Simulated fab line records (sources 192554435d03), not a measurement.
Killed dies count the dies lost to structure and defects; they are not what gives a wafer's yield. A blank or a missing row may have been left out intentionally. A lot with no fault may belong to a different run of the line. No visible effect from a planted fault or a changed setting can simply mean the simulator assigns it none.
fab line records | flow n5Finfet
record lots=24 wafers=72 lastDay=18
route steps=1938 shown BEOL_M12@1637 BEOL_M13@1696 BEOL_M14@1726
lots untouched by any fault: they come from a run of this same line in which no faults occurred
startH: hours from the record's first day to the start of the lot's first wafer shown | waitH: how many hours have passed since the lot's step before this one | " unchanged from the row above | L1.1+2: one row covering several wafers at once | - no value, or no start given | * or withheld: withheld | < > ~ a bound
route shown NAME@n: names a module that has steps shown in the file, with the first one's number in the route | usual: average and standard deviation across the fault-free wafers | same: alike in all rows | chamber/n: place in a boat | sites: each site's reading | _std_site: their standard deviation | _edge_site: the outer-site mean with the inner-site mean subtracted | radiusMm: how far each site lies from the wafer's centre | mask NAME#n: copy n | behind: tool/chamber where the wafer was last shaped | hold: the reason the lot was held/the length of the hold in hours/how it ended | device: whichever transistor did not switch (one of n, p or np) | end of line: tests of these same wafers at the route's end | where a step has no rows: the recipe by itself | killed: at the first sort, the dies lost to defects and structure; wafer yield is something else | map: per-die view of a wafer (x killed, . not killed, _ where there is no die)
set.NAME: setting as actually run; set.NAME@STEP: the setting as run at that earlier step | model.NAME: the simulator's own value behind a step, which no gauge read
route steps across a sampled set of lots; one table per step, one row per wafer
services: a tool's chamber out of use, with start hour (startH, from the record's first day; less than 0 if before it), hours out, and reason
## steps
# step N5_BEOL_M12_ETCH_68
# recipe chemistry=N2/H2 target=SOC maskMaterial=SiARC sourceW=3000 biasW=350 tempC=40 timeS=285 ionEnergyEv=200 pressureMtorr=30 n2FlowSccm=200 h2FlowSccm=200
# usual drypumpMotorCurrentA=5.6/0.5 oesProductAu=0.83/0.072 rfVppV=524.4/2.9 showerheadPlenumPTorr=2.56/0.1 throttleValvePct=17.69/0.21
# columns lot.wafer tool chamber startH waitH drypumpMotorCurrentA oesProductAu rfHoursCounterH rfVppV showerheadPlenumPTorr throttleValvePct
L074.2 rieDiel-06 2 242.51 0.1 5.5 0.83 78 525.3 2.58 17.97
L074.3 " 1 " " 5.0 0.78 143 525.0 2.54 17.56
L074.5 " 2 " " 5.5 0.83 - 524.6 2.58 17.99
L076.1 rieDiel-02 2 248.11 0.1 5.4 0.90 34 528.3 2.71 17.70
L076.3 " 0 " " 5.6 0.70 213 521.4 2.41 17.98
L076.5 " 2 " " 5.4 0.90 - 527.1 2.71 17.70
L075.1 rieDiel-02 0 248.63 0.1 5.6 0.69 213 520.5 2.41 17.98
L075.5 " 3 " " 6.6 0.66 - 518.9 2.43 17.82
L075.6 " 2 " " 5.4 0.89 - 527.9 2.71 17.67
L077.2 rieDiel-06 1 252.51 0.1 4.9 0.77 146 523.9 2.54 17.55
L077.5 " 2 " " 5.5 0.83 - 524.3 2.57 18.00
L077.6 " 3 " " 5.3 0.88 - 521.4 2.48 17.41
L078.3 rieDiel-01 1 263.18 0.1 6.8 0.90 36 524.0 2.48 17.82
L078.5 " 0 " " 6.0 0.75 - 524.1 2.53 17.73
L078.6 " 1 " " 6.7 0.89 - 523.1 2.48 17.80
L079.2 rieDiel-02 2 272.04 0.1 5.5 0.89 42 527.8 2.71 17.70
L079.5 " 2 " " 5.4 0.89 - 529.1 2.71 17.69
L079.6 " 1 " " 5.4 0.96 - 528.7 2.70 17.40
L081.1 rieDiel-06 0 280.60 0.1 5.5 0.90 38 528.2 2.71 17.73
L081.4 " 2 " " 5.5 0.81 91 524.7 2.57 17.99
L081.6 " 2 " " 5.5 0.82 - 524.9 2.57 17.99
L080.2 rieDiel-01 3 285.76 0.1 6.1 0.86 50 522.1 2.48 17.71
L080.3 " 2 " " 5.2 0.89 37 523.1 2.48 17.33
L080.6 " 1 " " 6.7 0.88 - 522.9 2.48 17.81
L082.1 rieDiel-06 3 291.66 0.1 5.3 0.84 55 521.8 2.48 17.44
L082.2 " 2 " " 5.5 0.80 94 524.3 2.57 18.01
L082.5 " 0 " " 5.5 0.88 - 529.5 2.70 17.73
L083.2 rieDiel-01 3 301.30 0.1 6.1 0.86 56 523.1 2.48 17.74
L083.5 " 2 " " 5.1 0.89 - 522.6 2.48 17.36
L083.6 " 1 " " 6.7 0.87 - 522.4 2.48 17.84
L084.1 rieDiel-02 2 305.75 0.1 5.4 0.85 56 526.7 2.70 17.72
L084.5 " 1 " " 5.4 0.91 - 526.7 2.69 17.40
L084.6 " 2 " " 5.4 0.86 - 529.2 2.70 17.73
L085.2 rieDiel-01 2 306.46 0.1 5.1 0.88 45 522.2 2.48 17.34
L085.3 " 1 " " 6.7 0.86 52 522.3 2.47 17.84
L085.5 " 1 " " 6.7 0.87 - 523.3 2.48 17.84
L086.1 rieDiel-06 1 316.95 0.1 5.0 0.76 167 523.3 2.53 17.58
L086.5 " 3 " " 5.3 0.84 - 521.4 2.48 17.45
L086.6 " 0 " " 5.6 0.87 - 527.7 2.70 17.75
L087.2 rieDiel-02 1 321.87 0.1 5.4 0.90 25 528.8 2.69 17.42
L087.3 " 3 " " 6.6 0.98 2 529.2 2.74 17.39
L087.5 " 2 " " 5.4 0.85 - 527.5 2.70 17.73
L089.1 rieDiel-02 0 335.02 0.1 5.6 0.68 244 521.0 2.40 18.04
L089.2 " 2 " " 5.4 0.85 67 528.3 2.69 17.74
L089.5 " 2 " " 5.4 0.85 - 528.0 2.69 17.74
L091.1 rieDiel-01 1 339.32 0.1 6.7 0.85 64 521.8 2.47 17.85
L091.2 " 0 " " 6.0 0.74 177 523.6 2.52 17.79
L091.5 " 3 " " 6.0 0.84 - 520.8 2.47 17.74
L090.1 rieDiel-06 2 340.71 0.1 5.5 0.79 111 525.4 2.56 18.03
L090.3 " 3 " " 5.3 0.82 72 522.6 2.47 17.45
L090.4 " 1 " " 4.9 0.75 175 522.7 2.53 17.61
L088.1 rieDiel-01 2 350.33 0.1 5.1 0.85 62 522.5 2.47 17.38
L088.3 " 1 " " 6.8 0.85 68 522.5 2.47 17.85
L088.5 " 3 " " 6.1 0.84 - 520.4 2.47 17.76
L092.1 rieDiel-06 0 355.13 0.1 5.5 0.87 62 527.1 2.70 17.76
L092.2 " 2 " " 5.5 0.79 116 524.5 2.56 18.05
L092.3 " 3 " " 5.3 0.82 77 521.6 2.47 17.47
L095.2 rieDiel-02 2 357.07 0.1 5.4 0.83 75 529.4 2.69 17.76
L095.3 " 3 " " 6.5 0.94 13 527.6 2.74 17.43
L095.4 " 3 " " 6.5 0.94 - 528.9 2.74 17.41
L094.2 rieDiel-06 1 369.59 0.1 4.9 0.74 185 524.2 2.52 17.64
L094.4 " 0 " " 5.5 0.85 68 528.3 2.69 17.76
L094.5 " 3 " " 5.3 0.81 - 522.5 2.47 17.49
L093.1 rieDiel-06 0 385.61 0.1 5.5 0.84 74 526.9 2.69 17.80
L093.4 " 1 " " 4.9 0.74 190 524.2 2.52 17.62
L093.5 " 3 " " 5.3 0.80 - 522.0 2.46 17.49
L096.2 rieDiel-01 0 391.13 0.1 6.0 0.71 194 523.3 2.51 17.81
L096.3 " 3 " " 6.1 0.82 88 521.1 2.47 17.78
L096.6 " 3 " " 6.1 0.80 - 521.5 2.47 17.80
L097.1 rieDiel-06 0 406.11 0.1 5.5 0.84 82 528.5 2.69 17.79
L097.5 " 0 " " 5.6 0.83 - 527.4 2.69 17.79
L097.6 " 1 " " 4.9 0.73 - 523.4 2.52 17.64
# step N5_BEOL_M12_STRIP_37
# recipe chemistry=N2/H2 powerW=1000 tempC=250 h2Frac=0.65 overashFraction=0.3 pressureMtorr=withheld n2FlowSccm=1750 h2FlowSccm=3250
# usual drypumpMotorCurrentA=5.8/0.56 heaterPowerW=344/40 oesProductAu=0.790/0.0098
# columns lot.wafer tool chamber startH waitH drypumpMotorCurrentA heaterPowerW oesProductAu rfHoursCounterH
L074.2 plasmaAsher-01 0 242.88 0.0 5.9 295 0.802 101
L074.3 " 0 " " 5.9 296 0.812 -
L074.5 " 1 " " 5.0 374 0.780 -
L076.1 plasmaAsher-02 1 248.48 0.0 6.6 327 0.794 86
L076.3 " 1 " " 6.6 317 0.793 -
L076.5 " 0 " " 5.8 385 0.786 -
L075.1 plasmaAsher-01 1 249.01 0.0 5.0 388 0.761 102
L075.5 " 1 " " 5.0 379 0.785 -
L075.6 " 0 " " 5.9 292 0.792 -
L077.2 plasmaAsher-01 1 252.89 0.0 5.0 390 0.798 103
L077.5 " 1 " " 5.0 372 0.786 -
L077.6 " 0 " " 5.9 290 0.779 -
L078.3 plasmaAsher-01 0 263.57 0.1 5.8 292 0.788 -
L078.5 " 0 " " 5.8 296 0.788 -
L078.6 " 1 " " 5.0 385 0.783 -
L079.2 plasmaAsher-02 0 272.41 0.0 5.8 383 0.791 90
L079.5 " 0 " " 5.8 395 0.794 -
L079.6 " 1 " " 6.6 329 0.783 -
L081.1 plasmaAsher-01 1 280.99 0.1 5.0 387 0.798 109
L081.4 " 0 " " 5.9 297 0.786 -
L081.6 " 0 " " 5.8 302 0.782 -
L080.2 plasmaAsher-02 1 286.13 0.0 6.6 319 0.777 92
L080.3 " 0 " " 5.8 385 0.789 -
L080.6 " 1 " " 6.6 322 0.774 -
L082.1 plasmaAsher-02 0 292.04 0.0 5.8 390 0.789 94
L082.2 " 1 " " 6.7 328 0.784 94
L082.5 " 0 " " 5.8 381 0.781 -
L083.2 plasmaAsher-01 1 301.67 0.0 5.0 378 0.788 113
L083.5 " 0 " " 5.9 293 0.770 -
L083.6 " 1 " " 5.0 377 0.788 -
L084.1 plasmaAsher-01 1 306.13 0.0 5.0 386 0.781 114
L084.5 " 0 " " 5.8 294 0.765 -
L084.6 " 1 " " 5.0 383 0.774 -
L085.2 plasmaAsher-01 1 306.83 0.0 5.0 389 0.787 114
L085.3 " 1 " " 5.0 380 0.787 -
L085.5 " 1 " " 5.0 386 0.786 -
L086.1 plasmaAsher-02 0 317.33 0.0 5.8 387 0.804 99
L086.5 " 0 " " 5.8 394 0.788 -
L086.6 " 1 " " 6.6 323 0.799 -
L087.2 plasmaAsher-01 1 322.24 0.0 5.0 381 0.788 118
L087.3 " 0 " " 5.9 295 0.801 -
L087.5 " 1 " " 5.0 384 0.797 -
L089.1 plasmaAsher-01 0 335.39 0.0 5.9 296 0.785 120
L089.2 " 1 " " 5.0 387 0.780 120
L089.5 " 0 " " 5.9 294 0.801 -
L091.1 plasmaAsher-02 0 339.69 0.0 5.8 382 0.773 103
L091.2 " 1 " " 6.6 313 0.774 103
L091.5 " 0 " " 5.8 385 0.780 -
L090.1 plasmaAsher-01 0 341.09 0.0 5.9 292 0.795 121
L090.3 " 0 " " 5.9 295 0.778 -
L090.4 " 1 " " 5.0 376 0.793 -
L088.1 plasmaAsher-01 1 350.70 0.0 5.0 382 0.777 122
L088.3 " 1 " " 5.0 381 0.800 -
L088.5 " 1 " " 5.0 384 0.796 -
L092.1 plasmaAsher-02 0 355.51 0.0 5.8 388 0.801 106
L092.2 " 1 " " 6.6 321 0.786 106
L092.3 " 1 " " 6.6 320 0.777 -
L095.2 plasmaAsher-02 1 357.45 0.0 6.6 325 0.789 106
L095.3 " 0 " " 5.8 380 0.793 -
L095.4 " 1 " " 6.6 318 0.795 -
L094.2 plasmaAsher-01 0 369.97 0.0 5.9 295 0.801 126
L094.4 " 1 " " 5.0 388 0.793 -
L094.5 " 0 " " 5.9 297 0.778 -
L093.1 plasmaAsher-01 0 385.99 0.0 5.9 297 0.784 128
L093.4 " 0 " " 5.9 292 0.789 -
L093.5 " 0 " " 5.9 294 0.798 -
L096.2 plasmaAsher-02 0 391.51 0.0 5.8 388 0.782 114
L096.3 " 1 " " 6.6 330 0.797 -
L096.6 " 1 " " 6.6 331 0.802 -
L097.1 plasmaAsher-02 1 406.49 0.0 6.6 324 0.792 117
L097.5 " 1 " " 6.6 317 0.795 -
L097.6 " 0 " " 5.7 393 0.785 -
# step N5_BEOL_M13_TRENCH_ETCH_34
# recipe chemistry=C4F8/O2/Ar target=SiOC targetDepthA=4134.7 maskMaterial=SOC pressureMtorr=30 sourceW=3000 biasW=700 Ar_flow_sccm=400 C4F8_flow_sccm=15 O2_flow_sccm=8 heInnerTorr=15 heOuterTorr=30 timeS=162.6 ionEnergyEv=250
# usual drypumpMotorCurrentA=5.6/0.45 oesProductAu=0.77/0.089 rfVppV=665.9/2.5 showerheadPlenumPTorr=3.43/0.089 throttleValvePct=24.23/0.2
# columns lot.wafer tool chamber startH waitH drypumpMotorCurrentA oesProductAu rfHoursCounterH rfVppV showerheadPlenumPTorr throttleValvePct
L074.2 rieDiel-05 0 247.37 0.0 5.8 0.72 207 668.9 3.51 24.26
L074.3 " 2 " " 5.2 0.72 196 665.7 3.40 24.13
L074.5 " 0 " " 5.8 0.72 - 667.3 3.51 24.26
L076.1 rieDiel-05 3 253.19 0.0 5.8 0.72 183 663.9 3.38 24.22
L076.3 " 0 " " 5.8 0.71 209 668.8 3.51 24.28
L076.5 " 2 " " 5.3 0.72 - 663.5 3.40 24.12
L075.1 rieDiel-03 3 253.29 0.0 5.6 0.75 182 670.4 3.54 24.57
L075.5 " 1 " " 5.1 0.76 - 666.3 3.40 24.26
L075.6 " 2 " " 5.1 0.94 - 667.6 3.50 23.90
L077.2 rieDiel-03 1 261.14 0.0 5.1 0.75 174 666.7 3.40 24.26
L077.5 " 3 " " 5.6 0.74 - 668.1 3.53 24.58
L077.6 " 0 " " 5.5 0.83 - 663.7 3.32 24.21
L078.3 rieDiel-04 1 269.85 0.0 5.6 0.76 139 666.8 3.41 24.53
L078.5 " 3 " " 5.0 0.96 - 664.3 3.37 24.11
L078.6 " 0 " " 6.2 0.71 - 662.7 3.40 24.33
L079.2 rieDiel-05 1 277.40 0.0 5.6 0.69 211 663.0 3.36 24.19
L079.5 " 0 " " 5.8 0.70 - 667.7 3.50 24.29
L079.6 " 1 " " 5.6 0.69 - 663.3 3.36 24.19
L081.1 rieDiel-04 1 288.72 0.0 5.6 0.75 145 666.4 3.41 24.51
L081.4 " 1 " " 5.5 0.75 - 666.3 3.41 24.53
L081.6 " 2 " " 6.5 0.96 - 671.3 3.64 23.87
L080.2 rieDiel-05 1 292.26 0.0 5.6 0.69 216 664.0 3.36 24.20
L080.3 " 3 " " 5.9 0.72 197 664.5 3.37 24.23
L080.6 " 0 " " 5.8 0.69 - 668.7 3.50 24.30
L082.1 rieDiel-03 0 301.43 0.0 5.5 0.82 92 662.7 3.32 24.23
L082.2 " 3 " " 5.6 0.73 195 668.7 3.53 24.58
L082.5 " 1 " " 5.1 0.74 - 665.8 3.40 24.29
L083.2 rieDiel-04 2 308.64 0.0 6.5 0.94 13 670.8 3.64 23.87
L083.5 " 1 " " 5.5 0.75 - 666.0 3.40 24.55
L083.6 " 2 " " 6.5 0.93 - 669.9 3.64 23.89
L084.1 rieDiel-05 3 310.69 0.0 5.8 0.71 203 666.4 3.37 24.21
L084.5 " 3 " " 5.8 0.71 - 665.1 3.37 24.23
L084.6 " 2 " " 5.2 0.69 - 666.7 3.39 24.14
L085.2 rieDiel-05 2 311.59 0.0 5.3 0.70 218 664.2 3.39 24.13
L085.3 " 3 " " 5.9 0.70 203 665.0 3.37 24.22
L085.5 " 3 " " 5.9 0.71 - 664.9 3.37 24.24
L086.1 rieDiel-05 3 321.68 0.0 5.9 0.72 206 664.9 3.36 24.24
L086.5 " 0 " " 5.8 0.69 - 669.3 3.49 24.30
L086.6 " 1 " " 5.6 0.68 - 663.9 3.36 24.21
L087.2 rieDiel-04 3 328.44 0.0 5.0 0.92 16 662.1 3.36 24.13
L087.3 " 2 " " 6.5 0.92 21 672.5 3.64 23.90
L087.5 " 2 " " 6.5 0.91 - 672.7 3.64 23.87
L089.1 rieDiel-03 0 339.57 0.0 5.5 0.81 104 663.6 3.31 24.24
L089.2 " 2 " " 5.1 0.89 35 667.5 3.49 23.93
L089.5 " 1 " " 5.1 0.72 - 664.0 3.39 24.30
L091.1 rieDiel-05 3 345.70 0.0 5.8 0.71 212 665.2 3.36 24.25
L091.2 " 2 " " 5.3 0.69 228 664.1 3.38 24.17
L091.5 " 3 " " 5.8 0.70 - 665.2 3.36 24.26
L090.1 rieDiel-05 2 346.25 0.0 5.2 0.69 228 664.0 3.38 24.14
L090.3 " 3 " " 5.8 0.71 212 665.1 3.36 24.25
L090.4 " 0 " " 5.8 0.68 238 668.3 3.49 24.31
L088.1 rieDiel-04 1 357.18 0.0 5.5 0.73 167 665.6 3.40 24.55
L088.3 " 0 " " 6.2 0.70 244 665.7 3.39 24.36
L088.5 " 0 " " 6.2 0.69 - 664.0 3.39 24.35
L092.1 rieDiel-04 1 365.58 0.0 5.5 0.73 169 665.2 3.40 24.56
L092.2 " 0 " " 6.1 0.69 246 663.4 3.38 24.37
L092.3 " 3 " " 5.0 0.90 28 664.2 3.36 24.13
L095.2 rieDiel-03 1 366.19 0.0 5.1 0.72 207 665.0 3.39 24.31
L095.3 " 0 " " 5.5 0.80 113 662.2 3.31 24.25
L095.4 " 2 " " 5.1 0.89 43 667.2 3.48 23.93
L094.2 rieDiel-04 3 374.86 0.0 5.0 0.90 31 662.7 3.35 24.14
L094.4 " 1 " " 5.5 0.73 172 665.7 3.40 24.57
L094.5 " 3 " " 5.0 0.90 - 663.1 3.35 24.13
L093.1 rieDiel-04 1 390.55 0.0 5.6 0.72 179 665.0 3.39 24.57
L093.4 " 3 " " 5.0 0.89 - 663.7 3.35 24.15
L093.5 " 1 " " 5.6 0.73 - 666.4 3.39 24.58
L096.2 rieDiel-04 3 396.06 0.0 5.0 0.89 37 663.5 3.35 24.14
L096.3 " 2 " " 6.5 0.87 45 670.6 3.62 23.91
L096.6 " 1 " " 5.6 0.72 - 665.8 3.39 24.56
L097.1 rieDiel-03 0 410.54 0.0 5.5 0.78 128 662.1 3.30 24.27
L097.5 " 3 " " 5.6 0.70 - 669.3 3.51 24.63
L097.6 " 2 " " 5.1 0.85 - 664.5 3.47 23.95
# step N5_BEOL_M13_SPUTTER_43
# recipe material=TaN targetThkA=150 tempC=50 biasV=168.6 powerW=15000 chamberPressurePa=0.12 timeS=24.19
# usual substrateTempC=49.99/0.11 throttleValvePct=30.1/1.1
# columns lot.wafer tool chamber startH waitH substrateTempC throttleValvePct
L074.2 pvdSputter-01 - 248.83 0.0 50.08 30.5
L074.3 " - " " 50.03 31.9
L074.5 " - " " 50.03 31.6
L076.1 pvdSputter-02 - 254.93 0.0 49.92 29.0
L076.3 " - " " 50.04 28.8
L076.5 " - " " 50.11 28.7
L075.1 pvdSputter-02 - 255.33 0.0 50.13 29.5
L075.5 " - " " 50.07 28.7
L075.6 " - " " 49.98 29.1
L077.2 pvdSputter-03 - 262.34 0.0 50.06 32.3
L077.5 " - " " 50.07 29.2
L077.6 " - " " 50.03 29.4
L078.3 pvdSputter-03 - 275.56 0.0 49.97 32.0
L078.5 " - " " 49.93 29.4
L078.6 " - " " 49.80 31.9
L079.2 pvdSputter-03 - 278.06 0.0 50.05 29.8
L079.5 " - " " 49.99 29.1
L079.6 " - " " 49.92 29.5
L081.1 pvdSputter-03 - 291.40 0.0 49.91 31.9
L081.4 " - " " 50.17 29.2
L081.6 " - " " 50.10 30.1
L080.2 pvdSputter-03 - 296.99 0.0 49.68 29.4
L080.3 " - " " 50.12 31.8
L080.6 " - " " 49.92 32.2
L082.1 pvdSputter-01 - 302.54 0.0 49.82 30.7
L082.2 " - " " 49.98 30.9
L082.5 " - " " 50.00 30.8
L083.2 pvdSputter-01 - 310.64 0.0 50.09 30.9
L083.5 " - " " 49.93 31.7
L083.6 " - " " 50.02 30.9
L084.1 pvdSputter-01 - 311.52 0.0 49.97 30.0
L084.5 " - " " 50.11 30.7
L084.6 " - " " 49.87 29.8
L085.2 pvdSputter-02 - 313.85 0.0 50.18 29.3
L085.3 " - " " 49.97 28.8
L085.5 " - " " 49.96 29.0
L086.1 pvdSputter-01 - 323.07 0.0 50.01 29.9
L086.5 " - " " 50.24 31.9
L086.6 " - " " 49.98 30.8
L087.2 pvdSputter-02 - 331.64 0.0 49.83 29.4
L087.3 " - " " 50.04 29.4
L087.5 " - " " 49.90 29.5
L089.1 pvdSputter-03 - 341.02 0.0 50.03 29.3
L089.2 " - " " 50.03 30.2
L089.5 " - " " 49.88 32.1
L091.1 pvdSputter-03 - 347.24 0.0 49.98 30.1
L091.2 " - " " 49.98 32.1
L091.5 " - " " 49.92 32.1
L090.1 pvdSputter-02 - 347.30 0.0 50.13 28.8
L090.3 " - " " 50.00 29.1
L090.4 " - " " 49.99 29.2
L088.1 pvdSputter-03 - 363.21 0.0 50.09 32.1
L088.3 " - " " 50.07 29.0
L088.5 " - " " 49.99 29.9
L092.1 pvdSputter-03 - 366.81 0.0 49.90 32.0
L092.2 " - " " 50.09 29.1
L092.3 " - " " 49.91 29.3
L095.2 pvdSputter-03 - 367.17 0.0 49.99 29.5
L095.3 " - " " 49.89 29.1
L095.4 " - " " 49.94 32.0
L094.2 pvdSputter-01 - 375.84 0.0 50.06 31.6
L094.4 " - " " 50.07 31.0
L094.5 " - " " 50.09 30.8
L093.1 pvdSputter-02 - 391.57 0.0 49.67 29.3
L093.4 " - " " 49.90 29.5
L093.5 " - " " 49.78 29.5
L096.2 pvdSputter-03 - 398.68 0.0 50.08 29.1
L096.3 " - " " 50.10 29.0
L096.6 " - " " 49.88 32.0
L097.1 pvdSputter-02 - 412.64 0.0 50.07 29.5
L097.5 " - " " 50.09 28.5
L097.6 " - " " 49.82 29.3
# step N5_BEOL_M14_CD_MEAS_10
# recipe targetCdNm=250 landingEnergyEv=500 detector=seInlens polarity=opening
# usual cdNm=249.2/1.9
# columns lot.wafer tool chamber startH waitH cdNm
L074.2 cdSem-02 0 250.90 - 252.7
L074.3 " 0 " " 250.4
L074.5 " 0 " " 249.5
L076.1 cdSem-02 0 256.65 - 250.0
L076.3 " 0 " " 247.5
L076.5 " 0 " " 251.0
L075.1 cdSem-02 0 257.05 - 249.9
L075.5 " 0 " " 249.6
L075.6 " 0 " " 248.4
L077.2 cdSem-03 0 264.06 - 248.3
L077.5 " 0 " " 248.6
L077.6 " 0 " " 253.0
L078.3 cdSem-01 0 277.42 - 252.5
L078.5 " 0 " " 248.8
L078.6 " 0 " " 249.2
L079.2 cdSem-01 0 279.80 - 252.0
L079.5 " 0 " " 252.8
L079.6 " 0 " " 249.5
L081.1 cdSem-03 0 293.12 - 245.1
L081.4 " 0 " " 245.8
L081.6 " 0 " " 244.0
L080.2 cdSem-01 0 298.75 - 249.2
L080.3 " 0 " " 247.7
L080.6 " 0 " " 246.6
L082.1 cdSem-03 0 304.82 - 248.2
L082.2 " 0 " " 246.6
L082.5 " 0 " " 245.3
L083.2 cdSem-01 0 312.53 - 249.2
L083.5 " 0 " " 250.7
L083.6 " 0 " " 250.3
L084.1 cdSem-01 0 313.37 - 248.7
L084.5 " 0 " " 248.5
L084.6 " 0 " " 246.9
L085.2 cdSem-01 0 315.70 - 250.7
L085.3 " 0 " " 250.0
L085.5 " 0 " " 249.7
L086.1 cdSem-02 0 324.89 - 247.3
L086.5 " 0 " " 245.7
L086.6 " 0 " " 247.7
L087.2 cdSem-02 0 334.52 - 249.2
L087.3 " 0 " " 247.9
L087.5 " 0 " " 248.7
L089.1 cdSem-03 0 342.87 - 252.2
L089.2 " 0 " " 253.5
L089.5 " 0 " " 251.2
L091.1 cdSem-03 0 349.31 - 248.7
L091.2 " 0 " " 249.9
L091.5 " 0 " " 254.2
L090.1 cdSem-01 0 349.56 - 246.6
L090.3 " 0 " " 248.7
L090.4 " 0 " " 250.8
L088.1 cdSem-01 0 365.06 - 249.8
L088.3 " 0 " " 251.2
L088.5 " 0 " " 251.1
L092.1 cdSem-01 0 368.91 - 249.2
L092.2 " 0 " " 250.9
L092.3 " 0 " " 249.9
L095.2 cdSem-01 0 369.47 - 247.5
L095.3 " 0 " " 250.2
L095.4 " 0 " " 246.6
L094.2 cdSem-01 0 378.34 - 251.1
L094.4 " 0 " " 251.4
L094.5 " 0 " " 251.7
L093.1 cdSem-01 0 393.30 - 250.7
L093.4 " 0 " " 249.1
L093.5 " 0 " " 246.9
L096.2 cdSem-02 0 400.71 - 249.2
L096.3 " 0 " " 250.7
L096.6 " 0 " " 250.8
L097.1 cdSem-02 0 414.56 - 251.3
L097.5 " 0 " " 250.9
L097.6 " 0 " " 247.7
# step N5_BEOL_M14_DEGAS_41
# recipe ambient=vacuum tempC=300 timeS=60
# usual heaterPowerW=451/52
# columns lot.wafer tool chamber startH waitH heaterPowerW
L074.2 pvdSputter-03 - 257.49 0.2 430
L074.3 " - " " 392
L074.5 " - " " 443
L076.1 pvdSputter-03 - 261.36 0.0 428
L076.3 " - " " 386
L076.5 " - " " 442
L075.1 pvdSputter-02 - 262.67 0.0 419
L075.5 " - " " 492
L075.6 " - " " 567
L077.2 pvdSputter-01 - 266.82 0.3 403
L077.5 " - " " 517
L077.6 " - " " 489
L078.3 pvdSputter-02 - 285.13 2.6 576
L078.5 " - " " 465
L078.6 " - " " 583
L079.2 pvdSputter-03 - 286.10 0.5 402
L079.5 " - " " 445
L079.6 " - " " 436
L081.1 pvdSputter-01 - 295.60 0.2 496
L081.4 " - " " 503
L081.6 " - " " 495
L080.2 pvdSputter-02 - 301.50 0.4 459
L080.3 " - " " 489
L080.6 " - " " 426
L082.1 pvdSputter-02 - 307.63 0.1 455
L082.2 " - " " 570
L082.5 " - " " 581
L083.2 pvdSputter-02 - 316.75 0.4 489
L083.5 " - " " 492
L083.6 " - " " 581
L084.1 pvdSputter-02 - 317.07 0.7 501
L084.5 " - " " 459
L084.6 " - " " 430
L085.2 pvdSputter-02 - 318.93 0.8 577
L085.3 " - " " 431
L085.5 " - " " 432
L086.1 pvdSputter-02 - 330.78 0.3 585
L086.5 " - " " 464
L086.6 " - " " 427
L087.2 pvdSputter-03 - 336.54 0.0 402
L087.3 " - " " 391
L087.5 " - " " 411
L089.1 pvdSputter-03 - 346.84 0.2 395
L089.2 " - " " 439
L089.5 " - " " 448
L091.1 pvdSputter-03 - 352.62 0.4 432
L091.2 " - " " 401
L091.5 " - " " 429
L090.1 pvdSputter-02 - 352.62 0.3 591
L090.3 " - " " 426
L090.4 " - " " 499
L088.1 pvdSputter-03 - 370.97 0.2 387
L088.3 " - " " 432
L088.5 " - " " 394
L092.1 pvdSputter-03 - 371.45 0.4 401
L092.2 " - " " 395
L092.3 " - " " 427
L095.2 pvdSputter-03 - 373.61 1.9 435
L095.3 " - " " 451
L095.4 " - " " 392
L094.2 pvdSputter-03 - 383.40 0.5 399
L094.4 " - " " 430
L094.5 " - " " 393
L093.1 pvdSputter-01 - 395.54 0.3 398
L093.4 " - " " 486
L093.5 " - " " 407
L096.2 pvdSputter-03 - 403.48 0.3 437
L096.3 " - " " 430
L096.6 " - " " 395
L097.1 pvdSputter-03 - 417.82 0.4 453
L097.5 " - " " 451
L097.6 " - " " 445
## services
# columns tool chamber startH hours kind
rieDiel-04 3 230.43 - clean
rieDiel-04 3 230.43 - consumableReplace:focusRing
rieDiel-04 3 230.43 24.4 scheduledDown
rieDiel-04 3 230.43 24.4 ventCycle
rieDiel-01 0 231.78 6.0 repair
rieDiel-03 1 238.76 4.5 repair
rieDiel-04 2 254.91 - clean
rieDiel-04 2 254.91 - consumableReplace:focusRing
rieDiel-04 2 254.91 - consumableReplace:showerhead
rieDiel-04 2 254.91 16.8 scheduledDown
rieDiel-04 2 254.91 16.8 ventCycle
plasmaAsher-02 - 255.00 1.6 repair
rieDiel-02 0 262.90 4.5 repair
plasmaAsher-02 - 263.62 3.1 repair
rieDiel-04 3 285.00 27.2 repair
rieDiel-04 0 322.48 6.7 repair
rieDiel-06 0 323.70 2.2 repair
rieDiel-04 - 351.21 1.5 repair
rieDiel-05 1 366.16 8.4 repair
plasmaAsher-01 - 372.18 0.5 repair
rieDiel-05 - 374.16 14.6 pm
rieDiel-04 3 378.16 8.3 repair
rieDiel-05 0 389.04 11.5 repair
rieDiel-03 1 396.85 17.9 repair
## key
fault none
